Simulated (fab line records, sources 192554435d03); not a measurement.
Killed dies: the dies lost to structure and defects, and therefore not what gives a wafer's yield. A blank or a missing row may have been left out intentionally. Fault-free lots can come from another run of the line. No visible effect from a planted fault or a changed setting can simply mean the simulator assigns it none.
fab line records	flow n5_finfet
record: lots: 13	wafers: 35	last_day: 17
route steps=1938 shown BEOL_M12@1650 PASSIVATION@1936
lots with no fault: from the same line, run without faults
start_h: the number of hours between the record's first day and the start of the first shown wafer of the lot	wait_h: hours from the lot's prior step to this one	" the same as in the row above	L1.1+2: a row that stands for several wafers	- no value, or no start was given	* or withheld: withheld	< > ~ a bound
route shown NAME@n: names a module that has steps shown in the file, with the first one's number in the route	usual: average and standard deviation across the fault-free wafers	same: alike in all rows	chamber/n: place in a boat	sites: readings site by site	_std_site: standard deviation across them	_edge_site: mean of outer sites minus mean of inner sites	radius_mm: how far each site lies from the wafer's centre	mask NAME#n: copy n	behind: the last tool/chamber to shape the wafer	hold: reason for holding the lot/hours on hold/outcome of the hold	device: whichever transistor did not switch (one of n, p or np)	end of line: tests of these same wafers at the route's end	for a step that has no rows: nothing shown but its recipe	killed: at the first sort, the dies lost to defects and structure; wafer yield is something else	map: per-die view of a wafer (x killed, . not killed, _ where there is no die)
set.NAME: setting as actually run; set.NAME@STEP: the setting as run at that earlier step	model.NAME: the simulator's own value behind a step, which no gauge read
steps of the route over a sample of lots; a table a step, a row a wafer
services: from which hour (start_h, from the record's first day; less than 0 if before it) a tool's chamber was out of use, for how many hours, and why
== steps ==
step: N5_BEOL_M12_SPUTTER_45
recipe: material: Cu	target_thk_a: 800	temp_c: -20	bias_v: 60	power_w: 26000	chamber_pressure_pa: 0.13	time_s: 13.33
usual: chamber_pressure_pa: 0.12997/0.00027	throttle_valve_pct: 30.0/0.98
same: time_s: 13.33
lot.wafer	tool	chamber	start_h	wait_h	chamber_pressure_pa	throttle_valve_pct
L724.3	pvd_sputter-01	-	242.14	0.0	0.13017	28.7
L724.4	"	-	"	"	0.12959	28.9
L724.6	"	-	"	"	0.1307	28.9
L723.1	pvd_sputter-03	-	262.10	0.0	0.13009	29.7
L723.2	"	-	"	"	0.13037	31.3
L727.4	pvd_sputter-01	-	268.04	0.0	0.1299	29.9
L727.5	"	-	"	"	0.12999	28.8
L726.1	pvd_sputter-03	-	269.91	0.0	0.12955	30.1
L726.4	"	-	"	"	0.12985	31.3
L726.6	"	-	"	"	0.13021	31.5
L731.2	pvd_sputter-02	-	288.23	0.0	0.13017	28.8
L731.4	"	-	"	"	0.12963	30.4
L731.5	"	-	"	"	0.12981	30.5
L733.1	pvd_sputter-01	-	293.07	0.0	0.12979	29.1
L733.4	"	-	"	"	0.13018	29.9
L733.6	"	-	"	"	0.13021	30.1
L729.1	pvd_sputter-03	-	293.51	0.0	0.1303	29.7
L729.3	"	-	"	"	0.12963	31.3
L732.2	pvd_sputter-02	-	318.08	0.0	0.13034	29.6
L732.4	"	-	"	"	0.13007	30.1
L732.5	"	-	"	"	0.12992	29.5
L735.3	pvd_sputter-03	-	331.69	0.0	0.12999	29.7
L735.5	"	-	"	"	0.13031	31.1
L735.6	"	-	"	"	0.12997	30.0
L736.3	pvd_sputter-01	-	332.59	0.0	0.12955	30.4
L736.5	"	-	"	"	0.1299	31.6
L736.6	"	-	"	"	0.12989	29.0
L737.1	pvd_sputter-01	-	335.27	0.0	0.13022	29.0
L737.4	"	-	"	"	0.13005	31.5
L737.5	"	-	"	"	0.1299	30.2
L740.1	pvd_sputter-01	-	363.45	0.0	0.12999	30.0
L740.4	"	-	"	"	0.1299	28.8
L740.5	"	-	"	"	0.12995	28.8
L743.3	pvd_sputter-02	-	373.42	0.0	0.12953	29.6
L743.4	"	-	"	"	0.12964	28.8
step: N5_BEOL_M12_CMP_49
recipe: stop_on: SiOC	t_overpolish_s: 20.6	down_force_psi: 1	platen_rpm: 50	clearing_platen_down_force_psi: 1.5	clearing_platen_rpm: 50	post_cmp_clean: cu_alkaline	target_thk_nm: 320	clearing_platen_pad_velocity_m_s: 0.99484	pad_velocity_m_s: 0.99484
usual: barrier_field_endpoint_s: 30.4/0.82	motor_current_A: 5.7/0.52	overpolish_run_s: 20.601/0.0089	pad_life_wafers: 1122/660
lot.wafer	tool	chamber	start_h	wait_h	barrier_field_endpoint_s	motor_current_A	overpolish_run_s	pad_life_wafers
L724.4	cmp-02	3	242.75	0.2	30.2	5.5	20.600	853
L724.3	"	1	"	"	29.9	5.4	20.609	855
L724.6	"	2	"	"	29.7	6.5	20.607	-
L723.2	cmp-01	1	262.96	0.3	28.8	5.2	20.605	1466
L723.1	"	2	"	"	29.6	5.3	20.606	1467
L727.4	cmp-01	2	269.11	0.1	31.4	5.1	20.606	1518
L727.5	"	2	"	"	30.5	5.4	20.603	-
L726.4	cmp-01	1	270.52	0.2	30.4	4.9	20.608	1525
L726.1	"	2	"	"	30.1	5.3	20.586	1526
L726.6	"	1	"	"	30.6	5.2	20.605	-
L731.2	cmp-01	1	289.11	0.2	31.1	5.1	20.605	1674
L731.4	"	2	"	"	31.6	5.0	20.599	1675
L731.5	"	1	"	"	31.6	5.0	20.596	-
L733.1	cmp-02	1	293.97	0.3	29.8	5.6	20.604	1232
L733.4	"	2	"	"	30.2	6.7	20.589	1233
L733.6	"	3	"	"	30.1	5.4	20.604	-
L729.3	cmp-01	3	294.31	0.2	31.3	6.1	20.590	1716
L729.1	"	0	"	"	31.9	6.3	20.592	1717
L732.4	cmp-02	3	318.64	0.1	30.0	5.5	20.600	1416
L732.2	"	1	"	"	29.9	5.7	20.596	1418
L732.5	"	0	"	"	30.8	6.1	20.609	-
L735.3	cmp-03	2	332.25	0.2	29.6	6.0	20.594	642
L735.6	"	2	"	"	30.3	5.8	20.608	-
L735.5	"	3	"	"	30.5	5.9	20.618	-
L736.3	cmp-02	2	333.23	0.2	29.2	6.3	20.599	1532
L736.5	"	0	"	"	30.3	6.2	20.592	-
L736.6	"	1	"	"	15.7	5.4	20.601	-
L737.4	cmp-03	1	335.83	0.1	31.7	4.8	20.605	672
L737.1	"	0	"	"	29.7	5.7	20.608	675
L737.5	"	1	"	"	32.4	5.1	20.614	-
L740.1	cmp-02	1	364.05	0.3	29.8	5.4	20.628	1867
L740.4	"	3	"	"	16.3	5.2	20.585	1869
L740.5	"	0	"	"	30.2	6.5	20.592	-
L743.3	cmp-02	0	374.52	0.2	30.6	6.4	20.602	1974
L743.4	"	1	"	"	16.6	5.2	20.612	1975
step: N5_BEOL_M12_INSPECT_55
recipe: inspect_instrument: darkfield	mode: post_dep
usual: raw_defect_count: 65/23
lot.wafer	tool	chamber	start_h	wait_h	raw_defect_count
L724.3	defect_inspect-02	-	243.16	0.0	79
L724.4	"	-	"	"	76
L724.6	"	-	"	"	96
L723.1	defect_inspect-01	-	263.33	0.0	67
L723.2	"	-	"	"	42
L727.4	defect_inspect-01	-	269.56	0.0	47
L727.5	"	-	"	"	57
L726.1	defect_inspect-02	-	270.92	0.0	64
L726.4	"	-	"	"	77
L726.6	"	-	"	"	127
L731.2	defect_inspect-01	-	289.56	0.0	66
L731.4	"	-	"	"	49
L731.5	"	-	"	"	72
L733.1	defect_inspect-01	-	294.34	0.0	41
L733.4	"	-	"	"	42
L733.6	"	-	"	"	64
L729.1	defect_inspect-01	-	294.75	0.0	58
L729.3	"	-	"	"	51
L732.2	defect_inspect-01	-	319.09	0.0	70
L732.4	"	-	"	"	55
L732.5	"	-	"	"	49
L735.3	defect_inspect-01	-	332.70	0.0	61
L735.5	"	-	"	"	68
L735.6	"	-	"	"	92
L736.3	defect_inspect-01	-	333.60	0.0	120
L736.5	"	-	"	"	82
L736.6	"	-	"	"	75
L737.1	defect_inspect-02	-	336.28	0.0	44
L737.4	"	-	"	"	72
L737.5	"	-	"	"	61
L740.1	defect_inspect-02	-	364.46	0.0	56
L740.4	"	-	"	"	96
L740.5	"	-	"	"	42
L743.3	defect_inspect-02	-	374.96	0.0	64
L743.4	"	-	"	"	56
step: N5_PASSIVATION_PROBE_49
usual: defect_limited_yield: 91.4/1.4	killed_at_M0_to_M3: 32/10	killed_at_M4_up: 13/5.6	killed_at_contacts: 13/6.6	killed_at_front_end: 39/13	killed_at_other: 3.4/2.8	killed_dies: 101/17	killed_open: 66/13	killed_short: 33/7	sort_bin_5_function: 5.0/0.93	sort_bin_6_memory: 3.2/0.65	sort_n_pass: 1078/17	sort_yield_pct: 91.4/1.4
same: gross_dies: 1180	killed_at_back_side: 0	sort_bin_4_leakage[%]: 0	sort_bin_8_speed[%]: 0
lot.wafer	tool	chamber	start_h	wait_h	defect_limited_yield[%]	killed_at_M0_to_M3	killed_at_M4_up	killed_at_contacts	killed_at_front_end	killed_at_other	killed_dies	killed_open	killed_short	sort_bin_5_function[%]	sort_bin_6_memory[%]	sort_n_pass	sort_yield_pct[%]
L724.3	prober-01	-	276.83	0.1	90.3	34	7	35	33	5	114	71	43	5.7	3.7	1066	90.3
L724.4	prober-01	-	276.88	0.2	91.3	38	15	14	32	4	103	62	39	5.6	2.8	1077	91.3
L724.6	prober-01	-	276.98	0.3	90.5	47	14	17	32	2	112	69	40	5.8	3.3	1068	90.5
L723.1	prober-01	-	293.31	0.0	93.6	26	11	5	32	1	75	53	22	3.8	2.3	1105	93.6
L723.2	prober-01	-	293.36	0.1	90.2	32	10	15	55	4	116	73	43	6.3	3.1	1064	90.2
L727.4	prober-01	-	305.95	0.2	91.1	19	13	24	38	11	105	66	38	5.3	3.4	1075	91.1
L727.5	prober-01	-	306.00	0.2	91.7	18	14	15	49	2	98	61	28	5.3	2.3	1082	91.7
L726.1	prober-02	-	306.64	0.0	90.6	35	7	12	53	4	111	70	38	5.7	3.6	1069	90.6
L726.4	prober-02	-	306.79	0.2	89.2	36	15	13	60	3	127	92	31	6.3	3.9	1053	89.2
L726.6	prober-02	-	306.89	0.3	89.8	33	14	14	56	3	120	79	39	6.4	3.3	1060	89.8
L731.2	prober-02	-	328.88	0.1	94.8	20	4	9	28	0	61	44	17	3.7	1.4	1119	94.8
L731.4	prober-02	-	328.98	0.2	92.5	19	4	13	51	1	88	60	28	4.7	2.6	1092	92.5
L731.5	prober-02	-	329.03	0.2	92.9	17	14	17	36	0	84	57	24	4.3	2.3	1096	92.9
L733.1	prober-02	-	332.17	0.0	92.8	16	13	10	44	2	85	56	29	3.6	3.6	1095	92.8
L733.4	prober-02	-	332.32	0.2	90.8	24	10	31	37	6	108	81	27	5.2	3.9	1072	90.8
L733.6	prober-02	-	332.42	0.3	91.6	27	14	26	29	3	99	65	34	4.9	3.0	1081	91.6
L729.1	prober-01	-	334.95	0.0	90.0	48	10	10	47	3	118	80	36	5.9	3.8	1062	90.0
L729.3	prober-01	-	335.05	0.1	88.8	45	20	5	57	5	132	91	37	6.2	4.2	1048	88.8
L732.2	prober-01	-	355.16	0.1	93.0	25	19	7	25	7	83	43	33	4.0	2.5	1097	93.0
L732.4	prober-01	-	355.26	0.2	90.3	36	32	3	40	3	114	77	33	6.1	3.4	1066	90.3
L732.5	prober-01	-	355.31	0.2	92.5	36	25	6	20	1	88	60	25	4.4	2.6	1092	92.5
L735.3	prober-02	-	360.60	0.1	92.0	20	26	8	37	3	94	45	45	4.4	3.1	1086	92.0
L735.5	prober-02	-	360.70	0.2	91.7	26	12	12	47	1	98	67	29	4.9	2.7	1082	91.7
L735.6	prober-02	-	360.75	0.3	90.7	48	11	13	36	2	110	73	37	5.6	3.5	1070	90.7
L736.3	prober-01	-	365.15	0.1	90.5	45	14	4	41	8	112	57	42	4.8	3.4	1068	90.5
L736.5	prober-01	-	365.25	0.2	91.8	48	11	9	26	3	97	55	41	4.9	3.1	1083	91.8
L736.6	prober-01	-	365.30	0.3	91.9	33	16	7	32	8	96	57	31	4.2	3.3	1084	91.9
L737.1	prober-01	-	374.53	0.0	93.3	18	10	13	38	0	79	45	28	3.5	2.6	1101	93.3
L737.4	prober-01	-	374.68	0.2	92.9	25	15	11	30	3	84	54	28	3.6	3.3	1096	92.9
L737.5	prober-01	-	374.73	0.2	91.7	27	14	17	38	2	98	63	26	4.2	3.2	1082	91.7
L740.1	prober-01	-	395.73	0.0	91.4	40	4	15	39	4	102	69	33	5.5	2.9	1078	91.4
L740.4	prober-01	-	395.88	0.2	91.3	36	13	12	38	4	103	65	32	4.6	3.3	1077	91.3
L740.5	prober-01	-	395.93	0.2	89.4	40	17	15	47	6	125	76	40	5.8	3.6	1055	89.4
L743.3	prober-01	-	408.49	0.1	88.2	37	14	12	72	4	139	102	36	7.0	4.5	1041	88.2
L743.4	prober-01	-	408.54	0.2	88.9	23	31	9	62	6	131	90	38	5.8	4.9	1049	88.9
killed by level:class
L724.3 MOL_CONTACT_COAG:geometric_particle:open=25 MOL_CONTACT_COAG:geometric_particle:short=10 BEOL_M1:geometric_particle:open=10 STI_FIN_REVEAL:geometric_particle:open=7 BEOL_M0_SAQP:geometric_particle:open=5 BEOL_M1:geometric_particle:short=5 FIN_SAQP:geometric_particle:open=4 DUMMY_GATE:geometric_particle:open=4
L724.4 BEOL_M0_SAQP:geometric_particle:open=9 MOL_CONTACT_COAG:geometric_particle:open=9 FIN_SAQP:geometric_particle:open=8 BEOL_M0_SAQP:geometric_particle:short=8 BEOL_M1:geometric_particle:short=7 BEOL_M1:geometric_particle:open=7 BEOL_M4:geometric_particle:open=7 FIN_SAQP:geometric_particle:short=6
L724.6 MOL_CONTACT_COAG:geometric_particle:open=15 BEOL_M0_SAQP:geometric_particle:open=12 BEOL_M0_SAQP:geometric_particle:short=11 BEOL_M1:geometric_particle:short=8 BEOL_M1:geometric_particle:open=7 FIN_SAQP:geometric_particle:open=5 FIN_SAQP:geometric_particle:short=5 STI_FIN_REVEAL:geometric_particle:open=4
L723.1 STI_FIN_REVEAL:geometric_particle:open=13 BEOL_M3:geometric_particle:open=11 FIN_SAQP:geometric_particle:short=5 BEOL_M1:geometric_particle:open=5 BEOL_M4:geometric_particle:open=5 FIN_SAQP:geometric_particle:open=4 MOL_CONTACT_COAG:geometric_particle:open=4 BEOL_M0:geometric_particle:short=3
L723.2 FIN_SAQP:geometric_particle:open=16 MOL_CONTACT_COAG:geometric_particle:open=13 FIN_SAQP:geometric_particle:short=9 GATE_CUT:geometric_particle:short=8 BEOL_M3:geometric_particle:open=8 BEOL_M0_SAQP:geometric_particle:short=7 BEOL_M0_SAQP:geometric_particle:open=7 STI_FIN_REVEAL:geometric_particle:open=4
L727.4 MOL_CONTACT_COAG:geometric_particle:open=20 FIN_SAQP:geometric_particle:short=12 FIN_SAQP:geometric_particle:open=8 BEOL_M5:geometric_particle:open=7 DUMMY_GATE:geometric_particle:open=6 BEOL_M0_SAQP:geometric_particle:short=6 MOL_CONTACT_COAG:geometric_particle:short=4 BEOL_M2:geometric_particle:open=4
L727.5 MOL_CONTACT_COAG:geometric_particle:open=11 FIN_SAQP:geometric_particle:open=9 GATE_CUT:geometric_particle:short=9 BEOL_M2:geometric_particle:open=7 DUMMY_GATE:geometric_particle:open=6 GATE_CUT:geometric_particle:open=6 HKMG_FIN:area_etch=6 BEOL_M5:geometric_particle:open=4
L726.1 STI_FIN_REVEAL:geometric_particle:open=13 MOL_CONTACT_COAG:geometric_particle:open=10 BEOL_M0_SAQP:geometric_particle:short=10 BEOL_M0_SAQP:geometric_particle:open=9 FIN_SAQP:geometric_particle:open=8 FIN_SAQP:geometric_particle:short=7 GATE_CUT:geometric_particle:short=7 BEOL_M2:geometric_particle:open=7
L726.4 STI_FIN_REVEAL:geometric_particle:open=16 FIN_SAQP:geometric_particle:open=14 MOL_CONTACT_COAG:geometric_particle:open=11 BEOL_M1:geometric_particle:open=7 BEOL_M4:geometric_particle:open=7 BEOL_M0_SAQP:geometric_particle:open=6 BEOL_M3:geometric_particle:open=6 FIN_SAQP:geometric_particle:short=5
L726.6 STI_FIN_REVEAL:geometric_particle:open=13 FIN_SAQP:geometric_particle:short=12 MOL_CONTACT_COAG:geometric_particle:open=10 FIN_SAQP:geometric_particle:open=9 BEOL_M3:geometric_particle:open=8 BEOL_M0_SAQP:geometric_particle:open=7 GATE_CUT:geometric_particle:open=6 BEOL_M0_SAQP:geometric_particle:short=5
L731.2 MOL_CONTACT_COAG:geometric_particle:open=9 STI_FIN_REVEAL:geometric_particle:open=7 GATE_CUT:geometric_particle:open=5 DUMMY_GATE:geometric_particle:open=4 BEOL_M1:geometric_particle:open=4 GATE_CUT:geometric_particle:short=3 BEOL_M3:geometric_particle:open=3 STARTING-WAFER:geometric_particle:short=3
L731.4 FIN_SAQP:geometric_particle:open=14 STI_FIN_REVEAL:geometric_particle:open=13 MOL_CONTACT_COAG:geometric_particle:open=11 BEOL_M0_SAQP:geometric_particle:short=8 BEOL_M0_SAQP:geometric_particle:open=7 STI_FIN_REVEAL:geometric_particle:short=4 DUMMY_GATE:geometric_particle:short=4 DUMMY_GATE:geometric_particle:open=4
L731.5 MOL_CONTACT_COAG:geometric_particle:open=14 FIN_SAQP:geometric_particle:short=6 BEOL_M0_SAQP:geometric_particle:open=6 BEOL_M0_SAQP:geometric_particle:short=6 STI_FIN_REVEAL:geometric_particle:open=5 DUMMY_GATE:geometric_particle:open=4 BEOL_M4:geometric_particle:open=4 BEOL_M7:geometric_particle:open=4
L733.1 FIN_SAQP:geometric_particle:open=13 FIN_SAQP:geometric_particle:short=10 MOL_CONTACT_COAG:geometric_particle:open=9 STI_FIN_REVEAL:geometric_particle:open=5 DUMMY_GATE:geometric_particle:open=4 BEOL_M4:geometric_particle:open=4 BEOL_M2:geometric_particle:open=3 BEOL_M7:geometric_particle:open=3
L733.4 MOL_CONTACT_COAG:geometric_particle:open=25 FIN_SAQP:geometric_particle:short=10 FIN_SAQP:geometric_particle:open=7 BEOL_M1:geometric_particle:open=7 MOL_CONTACT_COAG:geometric_particle:short=6 STARTING-WAFER:geometric_particle:open=6 BEOL_M2:geometric_particle:open=6 BEOL_M4:geometric_particle:open=6
L733.6 MOL_CONTACT_COAG:geometric_particle:open=22 FIN_SAQP:geometric_particle:short=8 BEOL_M0:geometric_particle:open=7 BEOL_M4:geometric_particle:open=7 GATE_CUT:geometric_particle:short=6 BEOL_M1:geometric_particle:open=5 FIN_SAQP:geometric_particle:open=4 MOL_CONTACT_COAG:geometric_particle:short=4
L729.1 BEOL_M2:geometric_particle:open=13 MOL_CONTACT_COAG:geometric_particle:open=10 FIN_SAQP:geometric_particle:open=9 FIN_SAQP:geometric_particle:short=8 BEOL_M0_SAQP:geometric_particle:open=8 BEOL_M3:geometric_particle:open=7 DUMMY_GATE:geometric_particle:open=6 BEOL_M0_SAQP:geometric_particle:short=6
L729.3 BEOL_M2:geometric_particle:open=17 BEOL_M3:geometric_particle:open=11 BEOL_M4:geometric_particle:open=11 FIN_SAQP:geometric_particle:open=10 GATE_CUT:geometric_particle:short=9 FIN_SAQP:geometric_particle:short=6 DUMMY_GATE:geometric_particle:open=6 GATE_CUT:geometric_particle:open=6
L732.2 BEOL_M4:geometric_particle:open=14 BEOL_M0_SAQP:geometric_particle:short=8 BEOL_M0_SAQP:geometric_particle:open=7 FIN_SAQP:geometric_particle:short=5 GATE_CUT:geometric_particle:short=4 MOL_CONTACT_COAG:geometric_particle:open=4 HKMG_FIN:area_etch=4 FIN_SAQP:geometric_particle:open=3
L732.4 BEOL_M4:geometric_particle:open=16 FIN_SAQP:geometric_particle:open=13 BEOL_M1:geometric_particle:open=12 BEOL_M2:geometric_particle:open=10 STARTING-WAFER:geometric_particle:short=6 FIN_SAQP:geometric_particle:short=5 BEOL_M0_SAQP:geometric_particle:short=5 ILD0:geometric_particle:short=4
L732.5 BEOL_M4:geometric_particle:open=16 BEOL_M0_SAQP:geometric_particle:open=9 FIN_SAQP:geometric_particle:short=8 BEOL_M0_SAQP:geometric_particle:short=6 BEOL_M1:geometric_particle:open=6 BEOL_M2:geometric_particle:short=6 FIN_SAQP:geometric_particle:open=5 MOL_CONTACT_COAG:geometric_particle:open=4
L735.3 BEOL_M4:geometric_particle:short=9 FIN_SAQP:geometric_particle:short=8 BEOL_M0_SAQP:geometric_particle:short=8 STI_FIN_REVEAL:geometric_particle:open=6 MOL_CONTACT_COAG:geometric_particle:open=6 FIN_SAQP:geometric_particle:open=5 BEOL_M4:geometric_particle:open=5 GATE_CUT:geometric_particle:open=4
L735.5 MOL_CONTACT_COAG:geometric_particle:open=10 FIN_SAQP:geometric_particle:open=9 STI_FIN_REVEAL:geometric_particle:open=8 BEOL_M2:geometric_particle:open=7 BEOL_M4:geometric_particle:open=6 BEOL_M3:geometric_particle:open=6 DUMMY_GATE:geometric_particle:open=5 ILD0:geometric_particle:open=5
L735.6 BEOL_M0_SAQP:geometric_particle:open=10 MOL_CONTACT_COAG:geometric_particle:open=10 BEOL_M2:geometric_particle:open=10 BEOL_M3:geometric_particle:open=10 FIN_SAQP:geometric_particle:open=9 BEOL_M0_SAQP:geometric_particle:short=6 BEOL_M0:geometric_particle:short=5 GATE_CUT:geometric_particle:short=5
L736.3 BEOL_M0_SAQP:geometric_particle:short=16 HKMG_FIN:area_etch=12 BEOL_M2:geometric_particle:open=9 FIN_SAQP:geometric_particle:open=8 STI_FIN_REVEAL:geometric_particle:open=8 BEOL_M4:geometric_particle:open=6 FIN_SAQP:geometric_particle:short=5 BEOL_M0_SAQP:geometric_particle:open=5
L736.5 BEOL_M0_SAQP:geometric_particle:short=20 BEOL_M0_SAQP:geometric_particle:open=13 MOL_CONTACT_COAG:geometric_particle:open=7 BEOL_M2:geometric_particle:open=7 FIN_SAQP:geometric_particle:open=6 FIN_SAQP:geometric_particle:short=5 BEOL_M4:geometric_particle:open=4 STARTING-WAFER:geometric_particle:open=3
L736.6 BEOL_M0_SAQP:geometric_particle:open=11 BEOL_M0_SAQP:geometric_particle:short=10 BEOL_M2:geometric_particle:open=8 FIN_SAQP:geometric_particle:short=7 HKMG_FIN:area_etch=6 MOL_CONTACT_COAG:geometric_particle:open=5 BEOL_M4:geometric_particle:open=5 BEOL_M5:geometric_particle:open=4
L737.1 FIN_SAQP:geometric_particle:short=10 MOL_CONTACT_COAG:geometric_particle:open=8 FIN_SAQP:geometric_particle:open=7 DUMMY_GATE:geometric_particle:open=5 MOL_CONTACT_COAG:geometric_particle:short=5 HKMG_FIN:area_etch=5 BEOL_M3:geometric_particle:open=4 BEOL_M0_SAQP:geometric_particle:short=4
L737.4 MOL_CONTACT_COAG:geometric_particle:open=7 BEOL_M0_SAQP:geometric_particle:short=7 STI_FIN_REVEAL:geometric_particle:open=6 DUMMY_GATE:geometric_particle:open=5 BEOL_M3:geometric_particle:open=5 BEOL_M2:geometric_particle:open=5 BEOL_M4:geometric_particle:open=5 FIN_SAQP:geometric_particle:open=4
L737.5 MOL_CONTACT_COAG:geometric_particle:open=12 BEOL_M2:geometric_particle:open=7 BEOL_M0_SAQP:geometric_particle:open=7 HKMG_FIN:area_etch=7 DUMMY_GATE:geometric_particle:open=6 BEOL_M0_SAQP:geometric_particle:short=6 FIN_SAQP:geometric_particle:open=5 MOL_CONTACT_COAG:geometric_particle:short=5
L740.1 MOL_CONTACT_COAG:geometric_particle:open=12 BEOL_M0_SAQP:geometric_particle:short=11 STI_FIN_REVEAL:geometric_particle:open=10 FIN_SAQP:geometric_particle:open=9 BEOL_M0_SAQP:geometric_particle:open=9 BEOL_M3:geometric_particle:open=8 DUMMY_GATE:geometric_particle:open=6 BEOL_M3:geometric_particle:short=6
L740.4 BEOL_M3:geometric_particle:open=11 BEOL_M0_SAQP:geometric_particle:open=10 STI_FIN_REVEAL:geometric_particle:open=9 MOL_CONTACT_COAG:geometric_particle:open=8 DUMMY_GATE:geometric_particle:open=6 HKMG_FIN:area_etch=6 BEOL_M0_SAQP:geometric_particle:short=5 BEOL_M4:geometric_particle:short=5
L740.5 BEOL_M0_SAQP:geometric_particle:short=11 MOL_CONTACT_COAG:geometric_particle:open=9 BEOL_M0_SAQP:geometric_particle:open=8 HKMG_FIN:area_etch=8 FIN_SAQP:geometric_particle:open=7 DUMMY_GATE:geometric_particle:open=7 MOL_CONTACT_COAG:geometric_particle:short=6 BEOL_M1:geometric_particle:open=6
L743.3 FIN_SAQP:geometric_particle:open=24 STI_FIN_REVEAL:geometric_particle:open=16 BEOL_M1:geometric_particle:open=13 FIN_SAQP:geometric_particle:short=11 MOL_CONTACT_COAG:geometric_particle:open=11 BEOL_M4:geometric_particle:open=7 STI_FIN_REVEAL:geometric_particle:short=6 GATE_CUT:geometric_particle:short=6
L743.4 STI_FIN_REVEAL:geometric_particle:open=22 FIN_SAQP:geometric_particle:open=13 FIN_SAQP:geometric_particle:short=11 BEOL_M4:geometric_particle:open=10 BEOL_M5:geometric_particle:open=9 MOL_CONTACT_COAG:geometric_particle:open=8 BEOL_M0_SAQP:geometric_particle:short=8 BEOL_M3:geometric_particle:open=5
== services ==
tool	chamber	start_h	hours	kind
cmp-03	-	240.64	1.4	repair
cmp-03	-	245.48	4.0	pm
cmp-02	-	257.32	2.4	repair
cmp-02	-	264.52	2.0	repair
cmp-03	-	288.19	1.0	repair
cmp-01	-	307.55	1.5	repair
cmp-03	-	342.71	0.4	repair
cmp-03	-	343.59	0.2	repair
cmp-02	-	348.66	1.3	repair
cmp-01	-	349.49	4.0	pm
cmp-03	-	351.40	0.7	repair
cmp-01	-	353.49	-	consumable_replace:conditioner
cmp-01	-	353.49	-	consumable_replace:pad
cmp-01	-	357.65	3.7	pm
cmp-02	-	359.74	1.0	repair
cmp-03	-	361.66	14.3	pm
== key ==
first_sign: step: N5_BEOL_M12_CMP_49	reading: barrier_field_endpoint_s	direction: down	sigmas: 17	usual: 30.4	struck: 16.2
effect none on later readings
met_at N5_BEOL_M12_CMP_49
struck_lots L736,L740,L743
struck_wafers L736.6,L740.4,L743.4
baseline_loss: step: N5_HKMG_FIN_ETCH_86	wafers: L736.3
not_acting_at N5_BEOL_M12_SPUTTER_45,N5_BEOL_M12_INSPECT_55
onset_between 318.64 333.23
fault: kind: process_parameter_drift	tool: cmp-02	chamber: -	onset_h: 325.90	steps: N5_BEOL_M12_CMP_49	channel: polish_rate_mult	offset: 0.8	shape: step	end_h: 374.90	scope: struck_wafers_only
baseline_loss: these wafers lose ten dies or more at that step, a loss of the line's own and not of a fault; the sort's usual values leave them out
